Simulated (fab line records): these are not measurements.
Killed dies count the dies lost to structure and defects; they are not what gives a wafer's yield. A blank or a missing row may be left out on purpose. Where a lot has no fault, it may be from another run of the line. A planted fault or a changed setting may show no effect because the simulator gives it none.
Matching of chambers | flow n5_finfet | 3 sister chambers for N5_BEOL_M0_SAQP_PECVD_96 on pecvd-03
The step deposits a-Si from SiH4/He, target thk 45 nm, time 45.2 s. 20 wafers are shown with their chamber, then 10 later ones without.

WAFERS WITH THEIR CHAMBER
wafer  | chamber | throttle_valve_pct (%) | showerhead_plenum_p_Torr (Torr) | heater_power_w (W)
L075.2 | 1       | 19.8                   | 5.61                            | 591
L075.3 | 2       | 22.0                   | 5.66                            | 631
L075.5 | 1       | 20.3                   | 5.62                            | 579
L078.2 | 2       | 22.2                   | 5.66                            | 554
L078.5 | 0       | 16.3                   | 5.56                            | 632
L078.6 | 1       | 20.1                   | 5.63                            | 562
L079.1 | 0       | 15.8                   | 5.55                            | 644
L079.2 | 2       | 21.8                   | 5.65                            | 577
L079.3 | 1       | 19.9                   | 5.62                            | 569
L083.1 | 1       | 19.7                   | 5.62                            | 613
L083.3 | 1       | 19.9                   | 5.62                            | 606
L083.4 | 0       | 16.5                   | 5.55                            | 682
L084.2 | 2       | 21.8                   | 5.67                            | 578
L084.3 | 1       | 20.0                   | 5.63                            | 603
L084.4 | 1       | 19.8                   | 5.63                            | 604
L085.3 | 2       | 21.9                   | 5.64                            | 591
L085.5 | 1       | 19.8                   | 5.62                            | 605
L085.6 | 2       | 22.0                   | 5.67                            | 590
L088.2 | 0       | 16.3                   | 5.57                            | 643
L088.4 | 2       | 22.1                   | 5.66                            | 595

SIGNATURES (means of the wafers above)
reading                  | chamber 0 | chamber 1 | chamber 2 | scatter within a chamber
throttle_valve_pct       | 16.225    | 19.922    | 21.971    | 0.2
showerhead_plenum_p_Torr | 5.5575    | 5.6222    | 5.6586    | 0.0088
heater_power_w           | 650.25    | 592.44    | 588.00    | 20.8
Rule: for a wafer and a chamber, the distance is found by dividing, reading by reading, the gap between the wafer's reading and the chamber's mean by the reading's scatter, squaring, summing and taking the root. The wafer belongs to the nearest chamber; if the next one is less than 2 further off, it can't be placed. The scatter is the square root of a quotient: the sum, over the shown wafers, of each reading's squared deviation from its chamber's mean, divided by wafers minus chambers.

WAFERS WHOSE CHAMBER IS MISSING
wafer  | throttle_valve_pct (%) | showerhead_plenum_p_Torr (Torr) | heater_power_w (W)
L088.6 | 16.3                   | 5.56                            | 644
L092.3 | 16.2                   | 5.56                            | 607
L092.4 | 19.7                   | 5.62                            | 561
L092.5 | 16.3                   | 5.58                            | 606
L093.1 | 16.4                   | 5.58                            | 577
L093.2 | 19.7                   | 5.62                            | 602
L093.5 | 16.1                   | 5.57                            | 570
L096.2 | 19.9                   | 5.62                            | 654
L096.3 | 16.5                   | 5.56                            | 623
L096.6 | 16.6                   | 5.56                            | 605

THE CHAMBER EACH PASSED THROUGH
wafer  | from the rows above | in truth
L088.6 | 0                   | 0
L092.3 | 0                   | 0
L092.4 | 1                   | 1
L092.5 | 0                   | 0
L093.1 | 0                   | 0
L093.2 | 1                   | 1
L093.5 | 0                   | 0
L096.2 | 1                   | 1
L096.3 | 0                   | 0
L096.6 | 0                   | 0
Placed correctly: 10 of 10. Not placeable from these rows: 0. Wrongly placed: 0.
